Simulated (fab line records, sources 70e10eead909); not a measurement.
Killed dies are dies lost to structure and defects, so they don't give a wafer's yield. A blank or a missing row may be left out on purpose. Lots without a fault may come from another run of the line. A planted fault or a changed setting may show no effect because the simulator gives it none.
Which tool did it? | flow nand_harc | 12 lots, 36 wafers sampled, at 7 steps of a route of 1302

WHAT THE GAUGES READ, wafer by wafer
NHARC_P_ZERO_WELL_INSPECT_43. Usual: raw_defect_count 14, standard deviation 6.3.
lot  | measured     | on                | raw_defect_count | flag
L982 | day 2 03:31  | defect_inspect-01 | 16 23 16         |
L984 | day 3 02:07  | defect_inspect-01 | 11 11 16         |
L987 | day 4 05:44  | defect_inspect-02 | 13 20 23         |
L988 | day 4 15:25  | defect_inspect-02 | 14 12 12         |
L989 | day 5 02:10  | defect_inspect-02 | 13 23 8          |
L990 | day 5 11:50  | defect_inspect-02 | 12 7 11          |
L994 | day 7 03:27  | defect_inspect-01 | 15 9 14          |
L997 | day 8 10:05  | defect_inspect-01 | 8 11 15          |
L998 | day 8 22:09  | defect_inspect-01 | 4 8 10           |
L999 | day 9 05:47  | defect_inspect-02 | 11 8 9           |
L100 | day 9 15:30  | defect_inspect-02 | 14 5 10          |
L105 | day 11 17:41 | defect_inspect-02 | 19 28 31         |

NHARC_P_GATE_INSPECT_28. Usual: raw_defect_count 5.7, standard deviation 2.8.
lot  | measured     | on                | raw_defect_count | flag
L982 | day 5 00:38  | defect_inspect-02 | 5 7 8            |
L984 | day 6 01:08  | defect_inspect-01 | 8 4 6            |
L987 | day 7 01:20  | defect_inspect-01 | 4 5 5            |
L988 | day 7 12:49  | defect_inspect-02 | 7 3 7            |
L989 | day 7 17:35  | defect_inspect-02 | 6 6 5            |
L990 | day 8 05:33  | defect_inspect-02 | 3 5 9            |
L994 | day 10 01:47 | defect_inspect-02 | 1 8 12           |
L997 | day 11 04:39 | defect_inspect-02 | 774 710 767      | OFF
L998 | day 11 21:19 | defect_inspect-02 | 735 733 678      | OFF
L999 | day 12 06:43 | defect_inspect-01 | 7 8 13           |
L100 | day 12 08:53 | defect_inspect-01 | 5 13 6           |
L105 | day 14 20:47 | defect_inspect-01 | 11 1 7           |

NHARC_P_GATE_INSPECT_68. Usual: raw_defect_count 188, standard deviation 70.
lot  | measured     | on                | raw_defect_count | flag
L982 | day 5 18:58  | defect_inspect-02 | 126 72 105       |
L984 | day 6 19:21  | defect_inspect-02 | 183 250 108      |
L987 | day 7 19:58  | defect_inspect-01 | 153 162 214      |
L988 | day 8 07:08  | defect_inspect-02 | 168 130 119      |
L989 | day 8 12:05  | defect_inspect-02 | 276 293 158      |
L990 | day 9 02:04  | defect_inspect-01 | 266 450 258      |
L994 | day 10 21:05 | defect_inspect-02 | 190 150 147      |
L997 | day 11 22:58 | defect_inspect-02 | 872 850 888      | OFF
L998 | day 12 17:29 | defect_inspect-01 | 960 833 930      | OFF
L999 | day 13 01:07 | defect_inspect-02 | 132 152 161      |
L100 | day 13 03:02 | defect_inspect-02 | 116 86 96        |
L105 | day 15 15:11 | defect_inspect-01 | 140 151 117      |

NHARC_END_SORT_01. Usual: killed_at_array 53, standard deviation 18; killed_at_other 1.0, standard deviation 1.2; killed_at_periphery 3.6, standard deviation 2.4; killed_dies 58, standard deviation 18; killed_open 3.4, standard deviation 1.8; killed_short 2.3, standard deviation 1.5.
lot  | measured     | on        | killed_at_array | killed_at_other | killed_at_periphery | killed_dies | killed_open | killed_short | flag
L997 | day 30 21:44 | prober-02 | 73 52 75        | 0 0 1           | 58 100 52           | 131 152 128 | 2 3 3       | 2 4 7        | OFF
L998 | day 31 12:55 | prober-01 | 41 32 40        | 2 1 1           | 95 97 48            | 138 130 89  | 3 4 5       | 0 2 4        | OFF

WHICH TOOL RAN EACH LOT (tool, then ch and the chambers of the sampled wafers, then the start)
lot  | NHARC_P_STI_ETCH_31                           | NHARC_P_GATE_HM_DEP_102       | NHARC_P_GATE_DEP_103
L982 | rie_diel-06 ch 0,2,3, day 4 23:16 or earlier  | acl_dep-02 ch 0, day 4 23:16  | pecvd-02 ch 0,1,2, day 4 23:50
L984 | rie_diel-04 ch 1,3, day 5 23:46 or earlier    | acl_dep-02 ch 0, day 5 23:46  | pecvd-04 ch 0,2, day 6 00:21
L987 | rie_diel-06 ch 0,2,3, day 6 23:49 or earlier  | acl_dep-03 ch 0, day 6 23:49  | pecvd-01 ch 0,2, day 7 00:32
L988 | rie_diel-07 ch 1,2,3, day 7 11:40 or earlier  | acl_dep-02 ch 0, day 7 11:40  | pecvd-04 ch 0,1,2, day 7 12:11
L989 | rie_diel-06 ch 2,3, day 7 16:15 or earlier    | acl_dep-02 ch 0, day 7 16:15  | pecvd-02 ch 0,1,2, day 7 16:55
L990 | rie_diel-06 ch 0,1,2, day 8 04:11 or earlier  | acl_dep-01 ch 0, day 8 04:11  | pecvd-04 ch 1,2, day 8 04:45
L994 | rie_diel-06 ch 1,2,3, day 10 00:46 or earlier | acl_dep-02 ch 0, day 10 00:46 | pecvd-02 ch 0,1,2, day 10 01:11
L997 | rie_diel-04 ch 0,1,3, day 11 03:25 or earlier | acl_dep-03 ch 0, day 11 03:25 | pecvd-02 ch 0,2, day 11 04:00
L998 | rie_diel-06 ch 2,3, day 11 19:51 or earlier   | acl_dep-02 ch 0, day 11 19:51 | pecvd-02 ch 0,1, day 11 20:31
L999 | rie_diel-04 ch 0,3, day 12 05:15 or earlier   | acl_dep-03 ch 0, day 12 05:15 | pecvd-01 ch 1,2, day 12 05:55
L100 | rie_diel-06 ch 0,2,3, day 12 07:08 or earlier | acl_dep-01 ch 0, day 12 07:08 | pecvd-01 ch 0,1,2, day 12 08:07
L105 | rie_diel-06 ch 1,2, day 14 19:31 or earlier   | acl_dep-03 ch 0, day 14 19:31 | pecvd-04 ch 0,1, day 14 20:02
- NHARC_P_STI_ETCH_31: etches the open film in CF4/CHF3, target depth 108.9 nm, time 54.5 s.
- NHARC_P_GATE_HM_DEP_102: deposits aC, target thk 120 nm.
- NHARC_P_GATE_DEP_103: deposits SiON, target thk 30 nm.

WHAT THE TOOLS THEMSELVES READ (means of the sampled wafers that have a number; where no wafer has one, the mark that the record gives instead)
NHARC_P_STI_ETCH_31. Usual: drypump_motor_current_A 5.8 A, standard deviation 0.42; oes_product_au 0.959 a.u., standard deviation 0.017; rf_vpp_V 370.6 V, standard deviation 2.3; showerhead_plenum_p_Torr 1.57 Torr, standard deviation 0.064; throttle_valve_pct 16.802 %, standard deviation 0.01.
lot  | tool        | drypump_motor_current_A (A) | oes_product_au (a.u.) | rf_vpp_V (V) | showerhead_plenum_p_Torr (Torr) | throttle_valve_pct (%) | flag
L982 | rie_diel-06 | 5.8                         | 0.957                 | 370.8        | 1.56                            | 16.805                 |
L984 | rie_diel-04 | 6.0                         | 0.969                 | 371.5        | 1.59                            | 16.798                 |
L987 | rie_diel-06 | 5.8                         | 0.975                 | 370.4        | 1.56                            | 16.804                 |
L988 | rie_diel-07 | 5.8                         | 0.960                 | 370.5        | 1.58                            | 16.802                 |
L989 | rie_diel-06 | 5.6                         | 0.961                 | 369.6        | 1.53                            | 16.802                 |
L990 | rie_diel-06 | 6.0                         | 0.961                 | 371.2        | 1.58                            | 16.799                 |
L994 | rie_diel-06 | 5.8                         | 0.923                 | 369.8        | 1.56                            | 16.808                 |
L997 | rie_diel-04 | 5.7                         | 0.965                 | 371.0        | 1.58                            | 16.793                 |
L998 | rie_diel-06 | 5.8                         | 0.956                 | 368.4        | 1.51                            | 16.805                 |
L999 | rie_diel-04 | 5.4                         | 0.959                 | 371.4        | 1.58                            | 16.796                 |
L100 | rie_diel-06 | 5.8                         | 0.967                 | 369.8        | 1.56                            | 16.805                 |
L105 | rie_diel-06 | 6.1                         | 0.951                 | 369.4        | 1.53                            | 16.808                 |

NHARC_P_GATE_HM_DEP_102. Usual: throttle_valve_pct 35.000 %, standard deviation 0.0093.
lot  | tool       | throttle_valve_pct (%) | flag
L982 | acl_dep-02 | 34.994                 |
L984 | acl_dep-02 | 35.000                 |
L987 | acl_dep-03 | 34.999                 |
L988 | acl_dep-02 | 35.003                 |
L989 | acl_dep-02 | 35.007                 |
L990 | acl_dep-01 | 35.007                 |
L994 | acl_dep-02 | 35.010                 |
L997 | acl_dep-03 | 34.996                 |
L998 | acl_dep-02 | 34.998                 |
L999 | acl_dep-03 | 35.009                 |
L100 | acl_dep-01 | 34.997                 |
L105 | acl_dep-03 | 34.999                 |

NHARC_P_GATE_DEP_103. Usual: heater_power_w 727 W, standard deviation 96.
lot  | tool     | heater_power_w (W) | flag
L982 | pecvd-02 | 699                |
L984 | pecvd-04 | 754                |
L987 | pecvd-01 | 681                |
L988 | pecvd-04 | 755                |
L989 | pecvd-02 | 730                |
L990 | pecvd-04 | 740                |
L994 | pecvd-02 | 701                |
L997 | pecvd-02 | 635                |
L998 | pecvd-02 | 741                |
L999 | pecvd-01 | 823                |
L100 | pecvd-01 | 747                |
L105 | pecvd-04 | 732                |

THE ANSWER, worked out from the rows above alone
Rule: a lot is off if the mean of its wafers that have a number lies more than 3 standard deviations from the usual mean. A lot without any number at a reading at which 4 lots or more have one is off too. The other lots that the step has rows for count as sound. The gauges are gone through in route order, then the tools' own readings, and for those a lot's mean is taken as printed above. The first step at which some lot is off is used, and at that step the reading that is off furthest; a lot without a number counts as furthest.
Off: L997, L998, at NHARC_P_GATE_INSPECT_28 (raw_defect_count).
A tool fits if, at a process step before that reading, it ran every lot that is off, and no sound lot after the first of them. The gauges at NHARC_P_GATE_INSPECT_28 aren't tried: what is off there is off at NHARC_END_SORT_01 too, on other tools, and a gauge's error can't cause that. NHARC_P_STI_ETCH_31 gives no start for some lots, so the hours and the order of its lots are those of NHARC_P_GATE_HM_DEP_102. One fits: pecvd-02 at NHARC_P_GATE_DEP_103. Its last sound lot is L994 (day 10 01:11), its first lot that is off L997 (day 11 04:00): a fault that began between those two fits.

WHAT THE SIMULATOR HAD PUT IN
Chamber particle source: pecvd-02, from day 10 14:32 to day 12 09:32, at NHARC_P_GATE_DEP_103. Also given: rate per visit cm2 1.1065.
Lots struck among those shown: L997, L998. The rule above found the same.
